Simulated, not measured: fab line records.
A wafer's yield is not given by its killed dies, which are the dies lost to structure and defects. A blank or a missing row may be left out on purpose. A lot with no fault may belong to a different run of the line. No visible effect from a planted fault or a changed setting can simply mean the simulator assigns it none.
Which of the tools did it? | flow n5_finfet | 25 wafers from 9 lots sampled at 4 of the route's 1938 steps

## WHAT THE GAUGES SHOWED, per wafer
N5_BEOL_M2_OCD_MEAS_38.
lot  | measured     | on     | trench_depth_nm (nm)
L968 | day 7 05:46  | ocd-01 | 56.0 55.3 55.4
L974 | day 8 17:46  | ocd-01 | 55.6 47.5
L975 | day 8 21:41  | ocd-01 | 55.8 43.3
L977 | day 9 22:01  | ocd-01 | 54.8 43.5 54.9
L984 | day 11 06:18 | ocd-02 | 55.3 55.0 55.7
L985 | day 11 06:26 | ocd-01 | 56.5 55.9 57.1
L986 | day 12 03:49 | ocd-01 | 55.5 55.5 55.5
L988 | day 12 15:33 | ocd-01 | 56.0 54.5 56.3
L989 | day 12 18:46 | ocd-01 | 56.2 56.7 55.2

## WHAT TOOL EACH LOT RAN ON (gives the tool, then ch and the chambers of the sampled wafers, and finally the start)
lot  | N5_BEOL_M2_HM_DEP_02         | N5_BEOL_M2_ETCH_77                 | N5_BEOL_M2_ALD_98
L968 | pvd_sputter-03, day 6 23:06  | rie_diel-04 ch 0,1, day 7 00:40    | ald_sin-02 ch 0,1,3, day 7 00:46
L974 | pvd_sputter-02, day 8 15:02  | rie_diel-05 ch 0,2, day 8 16:51    | ald_sin-01 ch 1,2, day 8 17:08
L975 | pvd_sputter-02, day 8 18:19  | rie_diel-06 ch 2,3, day 8 19:52    | ald_sin-01 ch 1,2, day 8 20:04
L977 | pvd_sputter-02, day 9 16:19  | rie_diel-05 ch 1,2, day 9 18:59    | ald_sin-03 ch 0,2,3, day 9 19:05
L984 | pvd_sputter-03, day 11 02:10 | rie_diel-05 ch 0,2, day 11 03:37   | ald_sin-03 ch 0,2, day 11 03:43
L985 | pvd_sputter-01, day 11 04:14 | rie_diel-04 ch 0,2,3, day 11 05:49 | ald_sin-03 ch 0,3, day 11 05:55
L986 | pvd_sputter-03, day 11 15:08 | rie_diel-05 ch 0,1,2, day 11 17:09 | ald_sin-03 ch 0,1,2, day 11 17:16
L988 | pvd_sputter-03, day 12 04:23 | rie_diel-05 ch 1,2,3, day 12 05:57 | ald_sin-03 ch 1,2,3, day 12 07:15
L989 | pvd_sputter-03, day 12 06:51 | rie_diel-04 ch 1,3, day 12 14:07   | ald_sin-02 ch 1,2,3, day 12 14:13
- N5_BEOL_M2_HM_DEP_02: deposits TiN, target thk 20 nm.
- N5_BEOL_M2_ETCH_77: etches underlayer in N2/H2, target depth 6.5 nm, time 5.2 s.
- N5_BEOL_M2_ALD_98: deposits SiO2, target thk 2.5 nm, pulse time 1 s, co reactant pulse time 1 s.

## THE ANSWER, worked out from the rows above alone
Rule: the usual values come from the lots themselves. Put in order of their means at a reading, lots are off if they are a third of the lots or fewer, leave a main group of 4 or more, and stand apart from it by a gap of 3 or more times the standard deviation of the main group's means; of several such gaps the widest counts. A main group whose means are all the same, to the digits that the tables above print for the reading, isn't used. Also off: a lot with no number at a reading for which 4 or more lots have one. All remaining lots with rows at the step are treated as sound.
Off, at N5_BEOL_M2_OCD_MEAS_38 on trench_depth_nm: L974, L975, L977. The main group: mean 55.8 nm, standard deviation 0.39.
If a tool, at a process step before that reading, ran all the lots that are off and no sound lot after the first of them, it fits. Gauges at N5_BEOL_M2_OCD_MEAS_38: tried the same way as those tools. One fits: N5_BEOL_M2_HM_DEP_02 on pvd_sputter-02. It ran no sound lot before its first lot that is off in this sample, so the start can't be narrowed down.

## WHAT WAS PUT IN BY THE SIMULATOR
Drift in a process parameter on pvd_sputter-02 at N5_BEOL_M2_HM_DEP_02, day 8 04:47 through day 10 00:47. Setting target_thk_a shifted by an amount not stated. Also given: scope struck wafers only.
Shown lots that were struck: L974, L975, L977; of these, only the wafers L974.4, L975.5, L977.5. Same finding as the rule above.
